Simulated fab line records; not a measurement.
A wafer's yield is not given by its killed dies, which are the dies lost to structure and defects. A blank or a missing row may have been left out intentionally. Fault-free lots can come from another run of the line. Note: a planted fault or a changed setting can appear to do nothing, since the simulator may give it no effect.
A lot that was struck, set against a sound lot    flow nand-harc    15 steps out of a route of 1302
Sound: the wafers L651.1, L651.3, L651.6. Struck: wafer L646.5 (left out: L646.6, a lot-mate that was not struck); the cause follows at the end.
Each step with rows lists, per side, the tool, then ch with its chambers, then its first start. Under that, the readings that differ: sound wafers    struck wafers    difference of the means    sigmas: that difference in standard deviations of wafers without a fault.
alike: words and numbers the same on both sides, and readings whose means are apart by under 2 such deviations; not compared: readings that were withheld, readings missing a value for some wafer, numbers with overlapping values and no deviation given by the record, and bounds like >300 which may hide the same value.
Wherever a step has rows on one side only, a row that says differs or no value, or a row with sigmas, the two part there. Numbers that don't overlap but have no deviation are shown without sigmas and don't part them. A reading missing from all wafers of one side parts the sides only when that side holds two or more wafers.

first, 1 step without rows for these wafers: NHARC_A_CONTACT_ETCH_137 (etches the open film in C4F8/O2/Ar, time 311 s, target depth 1912 nm).
NHARC_A_CONTACT_ETCH_138: etches the open film in C4F8/O2/Ar, time 311 s, target depth 1914 nm.
  sound on har-cap-etch-01 ch 0,1, day 31 00:08; struck on har-cap-etch-03 ch 1, day 28 17:24
  not compared: rf-hours-counter-h
NHARC_A_CONTACT_ETCH_139: etches the open film in C4F8/O2/Ar, time 195 s, target depth 840 nm.
  sound on har-cap-etch-01 ch 0,1, day 31 00:25; struck on har-cap-etch-03 ch 1, day 28 17:41
  not compared: rf-hours-counter-h
NHARC_A_CONTACT_ETCH_92: etches the open film in CH3F/O2, target depth 40 nm, time 85.7 s.
  sound on rie-diel-02 ch 2,3, day 31 00:59; struck on rie-diel-02 ch 0, day 28 18:07
reading                sound              struck  difference  sigmas
ch3f-flow-sccm (sccm)  49.65 50.00 49.56  50.07   +0.33       +2
  alike: drypump-motor-current-A, oes-product-au, rf-vpp-V, showerhead-plenum-p-Torr, throttle-valve-pct
  not compared: rf-hours-counter-h
NHARC_A_CONTACT_ETCH_98: etches the open film in C4F6/O2, target depth 20 nm, time 10 s.
  sound: rie-diel-02 ch 0,3; struck: rie-diel-02 ch 3
reading                sound              struck  difference  sigmas
oes-product-au (a.u.)  0.950 0.942 0.936  1.013   +0.070      +3
rf-vpp-V (V)           542 553 553        540     -9          -2
  alike: c4f6-flow-sccm, drypump-motor-current-A, showerhead-plenum-p-Torr, throttle-valve-pct
  not compared: rf-hours-counter-h
NHARC_A_CONTACT_CD_MEAS_15:
  sound: cd-sem-02 at day 31 01:11; struck: cd-sem-02 at day 28 18:17
  alike: cd-nm
then, 3 steps without rows for these wafers: NHARC_A_CONTACT_STRIP_107 (strips in N2/H2); NHARC_A_CONTACT_STRIP_108 (strips in CF4/CHF3); NHARC_A_CONTACT_STRIP_109 (strips in O2/COS).
NHARC_A_CONTACT_ETCH_110: etches the open film in CF4/O2, target depth 60 nm, overetch 6 nm, time 33 s.
  sound on rie-diel-02 ch 1,2,3, day 31 01:29; struck on rie-diel-02 ch 3, day 28 18:35
  alike: drypump-motor-current-A, oes-product-au, rf-vpp-V, showerhead-plenum-p-Torr, throttle-valve-pct
  not compared: rf-hours-counter-h
then, 2 steps without rows for these wafers: NHARC_A_CONTACT_STRIP_26 (strips in O2); NHARC_A_CONTACT_STRIP_27 (strips in post etch residue remover, time 600 s).
NHARC_A_CONTACT_ALD_18: deposits TiN, target thk 3 nm, pulse time 1 s, ald cycles 150.
  sound on ald-metal-01 ch 0,1,3, day 31 02:09; struck on ald-metal-04 ch 2, day 28 19:19
reading     sound        struck  difference  sigmas
ald-cycles  150 150 150  73      -77         
  alike: heater-power-w, precursor-pulse-height-rel
then, 1 step without rows for these wafers: NHARC_A_CONTACT_CVD_19 (deposits W, target thk 300 nm, time 802 s).
NHARC_END_SORT_01:
  here the record holds rows for the struck wafers (prober-02 ch 0, day 30 18:37) but none for the sound ones

WHERE THEY PART
First at NHARC_A_CONTACT_ETCH_92; last, within this record, at NHARC_END_SORT_01.

WHY: what had been put in by the simulator
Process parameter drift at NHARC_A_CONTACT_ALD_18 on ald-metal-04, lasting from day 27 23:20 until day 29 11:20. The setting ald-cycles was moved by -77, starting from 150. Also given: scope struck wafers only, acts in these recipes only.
